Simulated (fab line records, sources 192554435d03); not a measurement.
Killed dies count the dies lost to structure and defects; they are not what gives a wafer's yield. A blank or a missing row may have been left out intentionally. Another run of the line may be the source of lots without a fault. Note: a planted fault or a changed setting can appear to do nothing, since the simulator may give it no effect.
Chamber matching / flow n5 finfet / ald metal-04 running N5_HKMG_FIN_ALD_71: 4 sister chambers
The step deposits TiN, target thk 1 nm, pulse time 1 s, purge time 3 s. 8 wafers are shown with their chamber, then 7 later ones without.

== EACH WAFER AND ITS CHAMBER ==
wafer=L538.5; chamber=2; heater power w (W)=899; precursor pulse height rel=1.011
wafer=L539.1; chamber=3; heater power w (W)=942; precursor pulse height rel=1.001
wafer=L541.3; chamber=2; heater power w (W)=878; precursor pulse height rel=0.994
wafer=L544.1; chamber=3; heater power w (W)=952; precursor pulse height rel=1.039
wafer=L544.5; chamber=0; heater power w (W)=832; precursor pulse height rel=0.989
wafer=L544.6; chamber=1; heater power w (W)=950; precursor pulse height rel=1.022
wafer=L546.1; chamber=1; heater power w (W)=941; precursor pulse height rel=0.973
wafer=L546.2; chamber=0; heater power w (W)=801; precursor pulse height rel=0.992

== WAFERS WITH NO CHAMBER GIVEN ==
wafer=L546.3; heater power w (W)=968; precursor pulse height rel=1.023
wafer=L557.1; heater power w (W)=880; precursor pulse height rel=0.989
wafer=L557.2; heater power w (W)=958; precursor pulse height rel=1.040
wafer=L557.5; heater power w (W)=869; precursor pulse height rel=1.004
wafer=L559.1; heater power w (W)=842; precursor pulse height rel=0.960
wafer=L559.3; heater power w (W)=952; precursor pulse height rel=1.026
wafer=L559.5; heater power w (W)=884; precursor pulse height rel=0.965

== THE CHAMBER EACH PASSED THROUGH ==
wafer=L546.3; from the rows above=can't be placed: 3 or 1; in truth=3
wafer=L557.1; from the rows above=2; in truth=2
wafer=L557.2; from the rows above=can't be placed: 3 or 1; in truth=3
wafer=L557.5; from the rows above=2; in truth=2
wafer=L559.1; from the rows above=can't be placed: 0 or 2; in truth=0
wafer=L559.3; from the rows above=can't be placed: 3 or 1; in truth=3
wafer=L559.5; from the rows above=2; in truth=2
Correct placement for 3 of the 7. Can't be placed from these rows: 4 (the true chamber is among the candidates in 4). Wrongly placed: 0.
How it was worked out, from the rows above alone: a wafer's distance from a chamber is the root of the sum, over the readings, of the square of ((its reading less the chamber's mean) divided by the reading's scatter). The wafer belongs to the nearest chamber; if the next one is less than 2 further off, it can't be placed. The mean given for a chamber averages the wafers shown for that chamber. How the scatter is found: for the shown wafers, subtract from each reading the mean of its chamber, square and add these, divide the total by (wafers less chambers), then take the root.
